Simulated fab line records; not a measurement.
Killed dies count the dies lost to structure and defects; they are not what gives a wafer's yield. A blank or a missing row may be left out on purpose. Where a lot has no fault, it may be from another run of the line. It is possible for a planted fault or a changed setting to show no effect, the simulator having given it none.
Comparing a struck lot with a sound one | flow n5Finfet | 16 out of 1938 route steps
Sound: the wafers L540.1, L540.5, L540.6. Struck: wafer L542.5 (L542.3, L542.6, from the same lot, were not struck and are left out); the cause is given at the end.
At each step with rows: each side's tool, then ch and its chambers, then its first start. Under that, the readings that differ: sound wafers | struck wafers | difference of the means | sigmas: that difference in standard deviations of wafers without a fault.
alike: readings with means less than 2 such deviations apart, plus words and numbers identical on both sides. not compared: withheld readings, readings lacking a value on some wafer, bounds such as >300 that could conceal the same value, and numbers that have no deviation in the record and whose values overlap.
Wherever a step has rows on one side only, a row that says differs or no value, or a row with sigmas, the two part there. Numbers that have no deviation but don't overlap get no sigmas and don't part them. Lack of a reading on every wafer of one side parts them only where that side has two or more wafers.

first, 2 steps without rows for these wafers: N5_BEOL_M0_SAQP_SRD_93 (time 30 s); N5_BEOL_M0_SAQP_RECESS_114 (chemistry HF/NH3, target SiO2, target depth 14.4 nm, afs cycles 3, sublimation time 60 s).
N5_BEOL_M0_SAQP_SPACER1_ALD_98: deposits SiO2, target thk 12.8 nm, pulse time 1 s, purge time 2 s.
  sound on aldSin-02 ch 0,3, day 5 23:44; struck on aldSin-01 ch 2, day 6 13:52
reading          | sound       | struck | difference | sigmas
heaterPowerW (W) | 537 466 554 | 378    | -141       | -3
  alike: precursorPulseHeightRel
N5_BEOL_M0_SAQP_SPACER1_ETCHBACK_99: etches SiO2 in CHF3/O2, target depth 15.4 nm, time 7.7 s.
  sound on rieDiel-06 ch 0,2,3, day 6 00:16; struck on rieDiel-02 ch 2, day 6 14:20
  alike: drypumpMotorCurrentA, oes_o_777_au, oesProductAu, rfVppV, showerheadPlenumPTorr, throttleValvePct
  not compared: rfHoursCounterH
then, 1 step without rows for these wafers: N5_BEOL_M0_SAQP_MANDREL1_REMOVE_100 (chemistry HBr/Cl2/O2, target a-Si, stops on SiNx, bt time 10 s).
N5_BEOL_M0_SAQP_CD_MEAS_25: the cd target is 13.1 nm.
  sound on cdSem-02 ch 0, day 6 00:28; struck on cdSem-02 ch 0, day 6 14:32
  alike: cdNm
N5_BEOL_M0_SAQP_ETCH_101: etches SiNx in CH3F/O2, target depth 29.9 nm, time 42.7 s.
  sound on rieDiel-04 ch 1,2,3, day 6 00:35; struck on rieDiel-02 ch 3, day 6 14:35
  alike: drypumpMotorCurrentA, oes_f_703_au, oes_o_777_au, oesProductAu, rfFwdPowerW, rfVppV, showerheadPlenumPTorr, throttleValvePct
  not compared: rfHoursCounterH
then, 1 step without rows for these wafers: N5_BEOL_M0_SAQP_ETCH_102 (etches SiO2 in CF4, target depth 4 nm, time 4.4 s).
N5_BEOL_M0_SAQP_MANDREL_ETCH_103: etches a-Si in HBr/Cl2, stops on SiCN, target depth 45 nm, bt time 10 s, time 27 s.
  sound on rieSi-02 ch 1,2,3, day 6 00:44; struck on rieSi-02 ch 2, day 6 14:43
  alike: HBr_flow_sccm, drypumpMotorCurrentA, oesProductAu, rfFwdPowerW, throttleValvePct
  not compared: rfHoursCounterH
then, 2 steps without rows for these wafers: N5_BEOL_M0_SAQP_RECESS_104 (chemistry HF/NH3, target SiO2, target depth 18 nm, afs cycles 3, sublimation time 60 s); N5_BEOL_M0_SAQP_COAT_105 (time 60 s, resist thk 100 nm).
N5_BEOL_M0_SAQP_ETCH_106: etches SOC in N2/H2, stops on SiNx, target depth 150 nm.
  sound on rieDiel-06 ch 1,2,3, day 6 01:19; struck on rieDiel-06 ch 3, day 6 15:15
  alike: drypumpMotorCurrentA, oesProductAu, rfFwdPowerW, rfVppV, showerheadPlenumPTorr, throttleValvePct
  not compared: rfHoursCounterH
N5_BEOL_M0_SAQP_ETCH_107: etches SiNx in CH3F/O2, target depth 30 nm.
  sound on rieDiel-06 ch 1,2,3, day 6 01:22; struck on rieDiel-06 ch 3, day 6 15:19
reading                                | sound             | struck | difference | sigmas
oes_f_703_au (a.u.)                    | 0.76 0.84 0.95    | 0.53   | -0.32      | -4
oes_o_777_au (a.u.)                    | 0.77 0.84 0.91    | 0.58   | -0.26      | -3
rfFwdPowerW (W)                        | 388.7 389.0 391.1 | 294.3  | -95.3      | -56
rfVppV (V)                             | 291 292 290       | 331    | +40        | +6
model.BEOL_M0_SAQP.featureDepthNm (nm) | 30.4 31 30.8      | 27.4   | -3.3       | 
  alike: drypumpMotorCurrentA, oesProductAu, showerheadPlenumPTorr, throttleValvePct
  not compared: rfHoursCounterH
then, 1 step without rows for these wafers: N5_BEOL_M0_SAQP_STRIP_108 (strips in N2/H2).
-- record jumps: 2 days separate the struck wafers' starts on either side; left off in module BEOL_M0_SAQP, taken up again in module BEOL_M4, whose first shown step is the route's number 1111 --
N5_BEOL_M4_RC_MEAS_101:
  sound on prober-02 ch 0, day 8 05:14; struck on prober-01 ch 0, day 9 02:13
  alike: DIBL_N, DIBL_P, IOFF_N, IOFF_P, ION_N, ION_P, SS_N, SS_P, VT_N, VT_P
after that, 1 step had no rows for these wafers: N5_PASSIVATION_PROBE_49.

== WHERE THEY PART ==
First at N5_BEOL_M0_SAQP_SPACER1_ALD_98; last, within this record, at N5_BEOL_M0_SAQP_ETCH_107. Later steps at which nothing parts them and some readings are alike: N5_BEOL_M4_RC_MEAS_101.

WHY: the cause the simulator had injected
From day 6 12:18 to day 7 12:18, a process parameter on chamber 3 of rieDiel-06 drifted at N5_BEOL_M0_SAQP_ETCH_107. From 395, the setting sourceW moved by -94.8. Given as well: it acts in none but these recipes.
